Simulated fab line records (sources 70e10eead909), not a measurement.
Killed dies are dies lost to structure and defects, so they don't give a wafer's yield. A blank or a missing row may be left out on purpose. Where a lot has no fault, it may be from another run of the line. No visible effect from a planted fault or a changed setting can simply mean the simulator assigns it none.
fab line records    flow nandHarc    part 1 of 2: steps 1 to 25 of 34
record: lots: 5  wafers: 15  lastDay: 33
route steps=1302 shown P_CONTACT@235 P_M0@253
lots that met no fault: from a run of the same line without faults
startH: hours from the record's opening day to when the first of the lot's shown wafers began    waitH: hours from the lot's prior step to this one    " unchanged from the row above    L1.1+2: a row that stands for several wafers    - no value present, or no start provided    * or withheld: withheld    < > ~ a bound
route shown NAME@n: NAME is a module with steps in the file, n the number in the route of the first one    usual: the fault-free wafers' mean and standard deviation    same: alike in all rows    chamber/n: place in a boat    sites: readings site by site    _std_site: the standard deviation of these    _edge_site: outer sites' mean less inner sites'    radiusMm: how far each site lies from the wafer's centre    mask NAME#n: copy n    behind: the last tool/chamber to shape the wafer    hold: why the lot went on hold/how many hours it stayed there/how the hold came to an end    device: transistor that didn't switch, given as n, p or np    end of line: tests of these same wafers at the route's end    step lacking rows: just its recipe    killed: dies that structure and defects cost at the first sort, which is not the same as the wafer's yield    map: a wafer's dies, marking killed ones x, the rest . and places with no die _
set.NAME: setting as actually run; set.NAME@STEP: the setting as run at that earlier step    model.NAME: the simulator's own value behind a step, which no gauge read
certain route steps with their lots: each step a table, each wafer a row
services: from which hour (startH, from the record's first day; less than 0 if before it) a tool's chamber was out of use, for how many hours, and why
== steps ==
step: NHARC_P_CONTACT_DESCUM_17
recipe: timeS: 3  o2FlowSccm: 200  arFlowSccm: 0  biasPowerW: 0  chemistry: O2
usual: drypumpMotorCurrentA: 5.8/0.43  oesProductAu: 1.004/0.0086  rfVppV: 57.8/0.85  showerheadPlenumPTorr: 1.93/0.068  throttleValvePct: 11.310/0.0089
lot.wafer  tool        chamber  startH  waitH  drypumpMotorCurrentA  oesProductAu  rfHoursCounterH  rfVppV  showerheadPlenumPTorr  throttleValvePct
L081.3     rieDiel-02  3        170.62  0.1    6.2                   1.008         6.5              57.5    1.94                   11.309
L081.2     "           1        "       "      6.2                   1.005         4.3              57.8    1.98                   11.321
L081.5     "           1        "       "      6.2                   0.997         -                56.1    1.98                   11.309
L084.3     rieDiel-11  1        188.16  0.1    6.0                   1.000         6.2              57.5    1.91                   11.306
L084.6     "           3        "       "      5.3                   1.014         -                58.5    2.06                   11.318
L084.5     "           0        "       "      5.7                   0.997         -                58.3    1.96                   11.319
L088.1     rieDiel-02  0        238.90  0.1    6.8                   1.001         1.0              57.0    1.90                   11.303
L088.2     "           1        "       "      6.2                   0.994         1.0              57.0    1.98                   11.305
L088.6     "           2        "       "      5.4                   0.996         -                59.0    1.82                   11.318
L090.3     rieDiel-02  3        252.73  0.1    6.2                   0.999         1.7              58.1    1.94                   11.323
L090.4     "           0        "       "      6.8                   1.002         1.7              57.8    1.90                   11.311
L090.6     "           1        "       "      6.2                   0.993         -                57.9    1.98                   11.314
L096.2     rieDiel-11  1        313.00  0.1    6.0                   1.002         3.8              57.2    1.91                   11.321
L096.6     "           3        "       "      5.3                   0.995         -                57.9    2.05                   11.309
L096.5     "           0        "       "      5.7                   1.001         -                57.5    1.96                   11.312
step: NHARC_P_CONTACT_ETCH_35
recipe: targetDepthA: 390  overEtchFrac: 0.3  timeS: 65  ionEnergyEv: 80  cf4FlowSccm: 150  arFlowSccm: 0  rfW: 300  biasW: 100  chemistry: CF4
usual: drypumpMotorCurrentA: 5.8/0.43  oesProductAu: 1.003/0.0067  rfVppV: 151.7/1.1  showerheadPlenumPTorr: 1.79/0.06  throttleValvePct: 13.283/0.009
lot.wafer  tool        chamber  startH  waitH  drypumpMotorCurrentA  oesProductAu  rfHoursCounterH  rfVppV  showerheadPlenumPTorr  throttleValvePct
L081.3     rieDiel-02  1        170.71  0.1    6.2                   0.996         4.3              152.4   1.83                   13.287
L081.2     "           3        "       "      6.2                   1.000         6.5              151.4   1.79                   13.291
L081.5     "           2        "       "      5.4                   1.003         -                150.4   1.69                   13.281
L084.3     rieDiel-11  2        188.22  0.1    5.8                   1.007         6.3              153.7   1.81                   13.285
L084.5     "           2        "       "      5.8                   1.011         -                151.7   1.81                   13.284
L084.6     "           3        "       "      5.3                   1.007         -                150.7   1.89                   13.280
L088.1     rieDiel-02  2        238.97  0.1    5.4                   0.993         1.3              150.4   1.69                   13.283
L088.2     "           0        "       "      6.8                   1.000         1.0              151.7   1.76                   13.275
L088.6     "           1        "       "      6.2                   0.999         -                151.2   1.83                   13.266
L090.4     rieDiel-02  1        252.80  0.1    6.2                   1.000         1.7              151.7   1.83                   13.280
L090.3     "           2        "       "      5.4                   1.006         1.7              150.0   1.69                   13.280
L090.6     "           2        "       "      5.4                   0.994         -                149.9   1.69                   13.284
L096.2     rieDiel-11  2        313.07  0.1    5.8                   0.994         3.5              152.3   1.81                   13.281
L096.5     "           1        "       "      6.0                   1.011         -                151.5   1.76                   13.272
L096.6     "           2        "       "      5.8                   0.995         -                152.4   1.81                   13.282
step: NHARC_P_CONTACT_ETCH_36
recipe: targetDepthA: 2600  overEtchFrac: 0.25  timeS: 406.25  ionEnergyEv: 200  n2FlowSccm: 150  h2FlowSccm: 150  arFlowSccm: 0  rfW: 400  biasW: 150  chemistry: N2/H2
usual: drypumpMotorCurrentA: 5.9/0.43  h2FlowSccm: 150.0/0.44  oesProductAu: 1.001/0.0079  rfVppV: 431.1/2.3  showerheadPlenumPTorr: 2.06/0.072  throttleValvePct: 14.172/0.0099
lot.wafer  tool        chamber  startH  waitH  drypumpMotorCurrentA  h2FlowSccm  oesProductAu  rfHoursCounterH  rfVppV  showerheadPlenumPTorr  throttleValvePct
L081.3     rieDiel-02  3        -       -      6.2                   149.4       1.004         6.6              431.4   2.07                   14.168
L081.2     "           1        "       "      6.2                   150.1       0.993         4.4              431.5   2.12                   14.167
L081.5     "           3        "       "      6.2                   150.2       1.002         -                430.7   2.07                   14.169
L084.3     rieDiel-11  0        -       -      5.7                   150.3       1.011         5.6              430.6   2.09                   14.153
L084.6     "           2        "       "      5.8                   149.9       1.014         -                432.7   2.10                   14.161
L084.5     "           3        "       "      5.3                   150.7       1.010         -                436.0   2.20                   14.166
L088.2     rieDiel-02  0        -       -      6.8                   149.8       1.001         1.1              430.1   2.02                   14.156
L088.1     "           2        "       "      5.4                   149.8       0.985         1.3              426.9   1.94                   14.166
L088.6     "           1        "       "      6.2                   150.2       1.006         -                432.5   2.12                   14.167
L090.3     rieDiel-02  1        -       -      6.2                   149.6       0.999         1.8              432.8   2.12                   14.152
L090.4     "           3        "       "      6.2                   149.6       1.023         1.8              430.8   2.07                   14.174
L090.6     "           0        "       "      6.8                   150.0       1.007         -                429.7   2.02                   14.166
L096.2     rieDiel-11  0        -       -      5.7                   150.2       0.994         3.7              431.0   2.09                   14.173
L096.6     "           1        "       "      6.0                   149.2       0.998         -                430.1   2.03                   14.176
L096.5     "           2        "       "      5.8                   149.7       0.997         -                432.0   2.09                   14.167
step: NHARC_P_CONTACT_ETCH_18
recipe: targetDepthA: 4810  timeS: 240.5  c4f8FlowSccm: 20  o2FlowSccm: 10  arFlowSccm: withheld  rfW: 600  biasW: 1500  chemistry: C4F8/O2/Ar
usual: oesProductAu: 0.956/0.02  rfVppV: 980/4.6
lot.wafer  tool        chamber  startH  waitH  oesProductAu  rfHoursCounterH  rfVppV
L081.3     rieDiel-02  3        -       -      0.974         6.8              979
L081.2     "           1        "       "      0.973         4.6              984
L081.5     "           2        "       "      0.974         -                973
L084.3     rieDiel-11  3        -       -      0.955         6.6              987
L084.6     "           0        "       "      0.958         -                981
L084.5     "           1        "       "      0.960         -                978
L088.1     rieDiel-02  0        -       -      0.970         1.3              977
L088.2     "           3        "       "      0.981         1.4              981
L088.6     "           0        "       "      0.980         -                976
L090.4     rieDiel-02  3        -       -      0.929         1.9              980
L090.3     "           0        "       "      0.934         1.9              977
L090.6     "           1        "       "      0.936         -                983
L096.2     rieDiel-11  2        -       -      0.983         3.8              983
L096.6     "           0        "       "      0.967         -                981
L096.5     "           1        "       "      0.978         -                978
step: NHARC_P_CONTACT_STRIP_37
recipe: c4f8FlowSccm: withheld  o2FlowSccm: 8  arFlowSccm: withheld  biasW: 0  chemistry: C4F8/O2/Ar
lot.wafer   tool        chamber  startH  waitH
L081.3+2+5  rieDiel-02  2,1,3    -       -
L084.3+5+6  rieDiel-11  2,0,1    -       -
L088.2+1+6  rieDiel-02  1,2,3    -       -
L090.4+3+6  rieDiel-02  1,2,1    -       -
L096.2+5+6  rieDiel-11  3,2,3    -       -
step: NHARC_P_CONTACT_ETCH_31
recipe: targetDepthA: 300  timeS: 85.7  ionEnergyEv: 120  overEtchFrac: 1  ch3fFlowSccm: 50  o2FlowSccm: 30  arFlowSccm: 200  rfW: 500  biasW: 100  chemistry: CH3F/O2
usual: drypumpMotorCurrentA: 5.8/0.43  oesProductAu: 0.977/0.014  rfVppV: 244.6/1.4  showerheadPlenumPTorr: 2.49/0.085  throttleValvePct: 20.663/0.01
lot.wafer  tool        chamber  startH  waitH  drypumpMotorCurrentA  oesProductAu  rfHoursCounterH  rfVppV  showerheadPlenumPTorr  throttleValvePct
L081.3     rieDiel-02  3        -       -      6.2                   0.947         6.9              245.3   2.49                   20.652
L081.2     "           1        "       "      6.2                   0.947         4.7              244.7   2.55                   20.672
L081.5     "           1        "       "      6.2                   0.952         -                246.8   2.55                   20.653
L084.3     rieDiel-11  0        -       -      5.7                   0.993         6.0              246.1   2.51                   20.679
L084.6     "           3        "       "      5.3                   0.983         -                248.4   2.63                   20.663
L084.5     "           0        "       "      5.7                   0.983         -                244.7   2.51                   20.681
L088.2     rieDiel-02  0        -       -      6.8                   0.992         1.4              243.8   2.44                   20.654
L088.1     "           1        "       "      6.2                   0.998         1.4              246.7   2.55                   20.673
L088.6     "           1        "       "      6.2                   0.993         -                245.0   2.55                   20.659
L090.3     rieDiel-02  0        -       -      6.8                   0.964         2.0              244.1   2.44                   20.652
L090.4     "           1        "       "      6.2                   0.970         2.1              244.7   2.54                   20.668
L090.6     "           1        "       "      6.2                   0.973         -                245.2   2.54                   20.668
L096.2     rieDiel-11  2        -       -      5.8                   0.959         3.9              246.6   2.52                   20.656
L096.6     "           1        "       "      6.0                   0.952         -                244.4   2.45                   20.669
L096.5     "           2        "       "      5.8                   0.954         -                244.7   2.52                   20.668
step: NHARC_P_CONTACT_CD_MEAS_19
usual: cdNm: 89.7/1.3
lot.wafer  tool      chamber  startH  waitH  cdNm
L081.2     cdSem-02  -        172.05  -      91.1
L081.3     "         -        "       "      89.6
L081.5     "         -        "       "      91.4
L084.3     cdSem-03  -        189.16  -      87.9
L084.5     "         -        "       "      88.3
L084.6     "         -        "       "      88.5
L088.1     cdSem-03  -        239.75  -      90.9
L088.2     "         -        "       "      90.4
L088.6     "         -        "       "      91.2
L090.3     cdSem-03  -        253.59  -      90.6
L090.4     "         -        "       "      90.8
L090.6     "         -        "       "      90.3
L096.2     cdSem-01  -        314.27  -      88.9
L096.5     "         -        "       "      89.0
L096.6     "         -        "       "      89.9
step: NHARC_P_CONTACT_STRIP_28
recipe: o2FlowSccm: 500  arFlowSccm: 0  biasW: 0  chemistry: O2
usual: drypumpMotorCurrentA: 5.8/0.45  oesProductAu: 1.002/0.0073  rfVppV: 57.8/0.9  showerheadPlenumPTorr: 3.52/0.13  throttleValvePct: 17.037/0.0083
lot.wafer  tool        chamber  startH  waitH  drypumpMotorCurrentA  oesProductAu  rfHoursCounterH  rfVppV  showerheadPlenumPTorr  throttleValvePct
L081.3     rieDiel-01  2        172.15  0.1    5.6                   0.994         4.9              56.7    3.54                   17.014
L081.2     "           3        "       "      5.6                   1.006         4.3              57.2    3.41                   17.027
L081.5     "           1        "       "      5.1                   0.985         -                58.5    3.38                   17.052
L084.3     rieDiel-01  1        189.24  0.1    5.1                   0.999         0.0              58.3    3.38                   17.042
L084.5     "           0        "       "      6.1                   1.010         -                58.8    3.71                   17.036
L084.6     "           1        "       "      5.1                   1.004         -                57.9    3.38                   17.050
L088.1     rieDiel-01  0        239.85  0.1    6.1                   0.994         1.1              59.5    3.71                   17.042
L088.2     "           2        "       "      5.6                   0.999         1.2              57.6    3.54                   17.041
L088.6     "           3        "       "      5.7                   1.001         -                56.4    3.41                   17.048
L090.3     rieDiel-01  3        253.69  0.1    5.6                   0.991         1.3              55.9    3.41                   17.040
L090.4     "           0        "       "      6.1                   1.004         1.4              57.9    3.71                   17.033
L090.6     "           1        "       "      5.1                   0.998         -                57.6    3.38                   17.033
L096.2     rieDiel-02  3        314.36  0.1    6.2                   1.016         3.6              57.3    3.58                   17.043
L096.6     "           2        "       "      5.4                   1.003         -                58.0    3.37                   17.030
L096.5     "           3        "       "      6.2                   1.017         -                58.0    3.58                   17.040
step: NHARC_P_CONTACT_STRIP_29
recipe: timeS: 1200  tempC: 72.5  chemistry: postEtchResidueRemover
lot.wafer   tool         chamber  startH  waitH
L081.2+3+5  wetBench-04  1,2,3    172.32  -
L084.6+5+3  wetBench-04  2,3,5    189.42  -
L088.1+2+6  wetBench-03  3,5,7    240.01  -
L090.3+4+6  wetBench-09  3,5,7    253.85  -
L096.6+2+5  wetBench-04  3,4,5    314.55  -
step: NHARC_P_CONTACT_DEGAS_38
recipe: tempC: 300  timeS: 60
usual: heaterPowerW: 447/44
lot.wafer  tool           chamber  startH  waitH  heaterPowerW
L081.2     pvdSputter-02  -        172.76  -      405
L081.3     "              -        "       "      426
L081.5     "              -        "       "      410
L084.3     pvdSputter-03  -        189.86  -      546
L084.5     "              -        "       "      557
L084.6     "              -        "       "      419
L088.2     pvdSputter-02  -        240.47  -      440
L088.1     "              -        "       "      483
L088.6     "              -        "       "      404
L090.3     pvdSputter-03  -        254.30  -      388
L090.4     "              -        "       "      432
L090.6     "              -        "       "      556
L096.2     pvdSputter-02  -        314.98  -      424
L096.6     "              -        "       "      416
L096.5     "              -        "       "      490
step: NHARC_P_CONTACT_PRE_CLEAN_39
recipe: timeS: 19.5  biasV: 250  gas: Ar
usual: biasV: 250.1/2.6
lot.wafer  tool           chamber  startH  waitH  biasV
L081.2     pvdSputter-02  -        -       -      251.4
L081.3     "              -        "       "      258.5
L081.5     "              -        "       "      252.5
L084.3     pvdSputter-02  -        189.97  -      247.2
L084.5     "              -        "       "      248.4
L084.6     "              -        "       "      247.2
L088.1     pvdSputter-02  -        -       -      249.4
L088.2     "              -        "       "      250.0
L088.6     "              -        "       "      253.0
L090.3     pvdSputter-03  -        -       -      252.8
L090.4     "              -        "       "      249.1
L090.6     "              -        "       "      254.8
L096.2     pvdSputter-02  -        -       -      249.2
L096.6     "              -        "       "      248.0
L096.5     "              -        "       "      256.3
step: NHARC_P_CONTACT_PVD_32
recipe: targetThkA: 50  chamberPressurePa: 5  powerW: 5000  substrateTempC: 200  timeS: 17.7  material: Ti
usual: throttleValvePct: 30.2/1.3
lot.wafer  tool           chamber  startH  waitH  throttleValvePct
L081.3     pvdSputter-02  -        -       -      30.5
L081.2     "              -        "       "      28.0
L081.5     "              -        "       "      31.5
L084.3     pvdSputter-02  -        -       -      30.7
L084.5     "              -        "       "      27.9
L084.6     "              -        "       "      31.7
L088.1     pvdSputter-02  -        -       -      31.2
L088.2     "              -        "       "      30.8
L088.6     "              -        "       "      31.3
L090.3     pvdSputter-03  -        -       -      29.6
L090.4     "              -        "       "      29.9
L090.6     "              -        "       "      30.1
L096.2     pvdSputter-02  -        -       -      30.8
L096.5     "              -        "       "      30.9
L096.6     "              -        "       "      30.8
step: NHARC_P_CONTACT_ALD_22
recipe: targetThkA: 30  pulseTimeS: 1  aldCycles: 150  tempC: 450  material: TiN
usual: heaterPowerW: 1071/99  precursorPulseHeightRel: 1.000/0.019
same: aldCycles: 150
lot.wafer  tool         chamber  startH  waitH  heaterPowerW  precursorPulseHeightRel
L081.2     aldMetal-02  0        173.01  -      927           1.031
L081.3     "            3        "       "      1049          0.985
L081.5     "            1        "       "      1105          0.976
L084.3     aldMetal-01  1        190.14  -      969           1.004
L084.6     "            1        "       "      992           1.004
L084.5     "            2        "       "      986           1.001
L088.2     aldMetal-02  2        240.71  -      1166          0.992
L088.1     "            0        "       "      953           0.989
L088.6     "            3        "       "      1033          1.004
L090.4     aldMetal-01  2        254.54  -      958           0.996
L090.3     "            0        "       "      1303          1.031
L090.6     "            2        "       "      965           1.029
L096.2     aldMetal-04  0        315.26  -      1062          0.996
L096.6     "            2        "       "      1179          0.999
L096.5     "            3        "       "      1025          0.986
step: NHARC_P_CONTACT_CVD_23
recipe: targetThkA: 2000  tempC: 300  pressureTorr: 40  wf6FlowSccm: 40  h2FlowSccm: 1600  arFlowSccm: 1560  timeS: 557  material: W
usual: heaterPowerW: 497/64  throttleValvePct: 7.98/0.23
lot.wafer  tool     chamber  startH  waitH  heaterPowerW  throttleValvePct
L081.2     cvdW-02  0        -       -      569           8.26
L081.3     "        1        "       "      478           8.08
L081.5     "        1        "       "      467           8.16
L084.3     cvdW-01  1        -       -      544           7.95
L084.6     "        1        "       "      546           7.72
L084.5     "        0        "       "      406           7.80
L088.1     cvdW-02  0        -       -      544           8.16
L088.2     "        1        "       "      481           7.97
L088.6     "        0        "       "      545           8.30
L090.3     cvdW-01  1        -       -      562           8.01
L090.4     "        0        "       "      409           7.92
L090.6     "        0        "       "      398           7.80
L096.2     cvdW-01  0        -       -      414           8.16
L096.5     "        1        "       "      559           7.97
L096.6     "        0        "       "      402           7.88
step: NHARC_P_CONTACT_CMP_24
recipe: tOverpolishS: 30  targetThkNm: 200
usual: motorCurrentA: 12.3/1.1  overpolishRunS: 30.000/0.0089  timeToEndpointS: 40.3/2.9
lot.wafer  tool    chamber  startH  waitH  motorCurrentA  overpolishRunS  timeToEndpointS
L081.3     cmp-02  1        173.87  0.4    9.9            29.992          38.1
L081.2     "       3        "       "      12.0           29.992          34.4
L081.5     "       1        "       "      10.0           29.995          35.1
L084.3     cmp-03  0        191.00  0.4    12.3           30.013          42.9
L084.5     "       3        "       "      11.2           30.000          42.9
L084.6     "       0        "       "      12.1           30.003          42.6
L088.2     cmp-03  3        241.55  0.5    11.8           30.003          47.3
L088.1     "       1        "       "      12.4           30.014          40.5
L088.6     "       0        "       "      12.1           30.005          43.3
L090.4     cmp-01  0        255.41  0.3    14.8           30.004          42.6
L090.3     "       2        "       "      12.4           29.998          41.2
L090.6     "       3        "       "      13.4           30.005          40.2
L096.2     cmp-01  2        316.12  0.5    12.1           30.011          37.2
L096.5     "       0        "       "      14.2           29.997          41.5
L096.6     "       1        "       "      10.6           29.999          37.4
step: NHARC_P_CONTACT_SRD_26
lot.wafer   tool         chamber  startH  waitH
L081.5+3+2  wetBench-03  1,3,4    174.19  0.0
L084.3+5+6  wetBench-04  2,3,7    191.30  0.0
L088.2+6+1  wetBench-03  0,2,5    241.87  0.0
L090.6+4+3  wetBench-09  2,4,5    255.71  0.0
L096.2+5+6  wetBench-09  1,3,4    316.40  0.0
step: NHARC_P_CONTACT_INSPECT_27
usual: rawDefectCount: 290/110
lot.wafer  tool              chamber  startH  waitH  rawDefectCount
L081.2     defectInspect-02  -        174.27  0.1    271
L081.3     "                 -        "       "      429
L081.5     "                 -        "       "      388
L084.3     defectInspect-01  -        191.38  0.1    216
L084.5     "                 -        "       "      170
L084.6     "                 -        "       "      228
L088.1     defectInspect-02  -        241.95  0.1    261
L088.2     "                 -        "       "      185
L088.6     "                 -        "       "      356
L090.3     defectInspect-02  -        255.79  0.1    341
L090.4     "                 -        "       "      241
L090.6     "                 -        "       "      282
L096.2     defectInspect-01  -        316.47  0.1    190
L096.5     "                 -        "       "      121
L096.6     "                 -        "       "      124
step: NHARC_P_M0_DEP_00
recipe: targetThkA: 1500  targetThkNm: 150  tempC: withheld  pressureTorr: 5  flowSccm: 200  rfW: 600  material: SiOC
lot.wafer   tool      chamber  startH  waitH
L081.3+2+5  pecvd-01  0,2,1    174.34  0.1
L084.3+5+6  pecvd-04  1,1,0    191.45  0.1
L088.2+1+6  pecvd-01  0,1,2    242.07  0.1
L090.3+4+6  pecvd-02  1,0,0    255.99  0.2
L096.2+5+6  pecvd-04  2,1,2    316.59  0.1
step: NHARC_P_M0_DEHYDRATE_01
recipe: tempC: 150  timeS: 120
lot.wafer   tool           chamber  startH  waitH
L081.2+3+5  lithoTrack-01  0        174.75  -
L084.3+5+6  lithoTrack-01  0        191.86  -
L088.1+2+6  lithoTrack-01  0        242.43  -
L090.3+4+6  lithoTrack-04  0        256.40  0.3
L096.2+5+6  lithoTrack-01  0        316.95  -
step: NHARC_P_M0_HMDS_02
recipe: timeS: 30
lot.wafer   tool           chamber  startH  waitH
L081.2+3+5  lithoTrack-01  0        -       -
L084.3+5+6  lithoTrack-01  0        -       -
L088.1+2+6  lithoTrack-01  0        -       -
L090.3+4+6  lithoTrack-04  0        -       -
L096.2+5+6  lithoTrack-01  0        -       -
step: NHARC_P_M0_COAT_33
recipe: tempC: 200  timeS: 65
lot.wafer   tool           chamber  startH  waitH
L081.2+3+5  lithoTrack-01  0        -       -
L084.3+5+6  lithoTrack-01  0        -       -
L088.1+2+6  lithoTrack-01  0        -       -
L090.3+4+6  lithoTrack-04  0        -       -
L096.2+5+6  lithoTrack-01  0        -       -
step: NHARC_P_M0_COAT_03
recipe: spinRpm: 1500  resistThkNm: 90
usual: spinSpeedRpm: 1500.0/0.99
lot.wafer  tool           chamber  startH  waitH  spinSpeedRpm
L081.2     lithoTrack-01  0        -       -      1499.8
L081.3     "              0        "       "      1501.3
L081.5     "              0        "       "      1500.2
L084.3     lithoTrack-01  0        -       -      1500.7
L084.5     "              0        "       "      1499.9
L084.6     "              0        "       "      1499.6
L088.1     lithoTrack-01  0        -       -      1498.6
L088.2     "              0        "       "      1499.0
L088.6     "              0        "       "      1499.5
L090.3     lithoTrack-04  0        -       -      1501.2
L090.4     "              0        "       "      1500.3
L090.6     "              0        "       "      1500.6
L096.2     lithoTrack-01  0        -       -      1499.2
L096.5     "              0        "       "      1500.0
L096.6     "              0        "       "      1499.5
step: NHARC_P_M0_SOFTBAKE_04
recipe: tempC: 105  timeS: 55
lot.wafer   tool           chamber  startH  waitH
L081.2+3+5  lithoTrack-01  0        -       -
L084.3+5+6  lithoTrack-01  0        -       -
L088.1+2+6  lithoTrack-01  0        -       -
L090.3+4+6  lithoTrack-04  0        -       -
L096.2+5+6  lithoTrack-01  0        -       -
step: NHARC_P_M0_EBR_05
lot.wafer   tool           chamber  startH  waitH
L081.2+3+5  lithoTrack-01  0        -       -
L084.3+5+6  lithoTrack-01  0        -       -
L088.1+2+6  lithoTrack-01  0        -       -
L090.3+4+6  lithoTrack-04  0        -       -
L096.2+5+6  lithoTrack-01  0        -       -
step: NHARC_P_M0_EXPOSE_06
recipe: na: 1.35  targetCdNm: 90  doseMj: 81.28  maskId: P_M0
lot.wafer   tool            chamber  startH  waitH  mask
L081.2+3+5  arfiScanner-02  0        175.04  -      P_M0#0
L084.3+5+6  arfiScanner-02  0        192.03  -      P_M0#0
L088.1+2+6  arfiScanner-02  0        242.72  -      P_M0#0
L090.3+4+6  arfiScanner-02  0        256.70  -      P_M0#0
L096.2+5+6  arfiScanner-02  0        317.24  -      P_M0#0
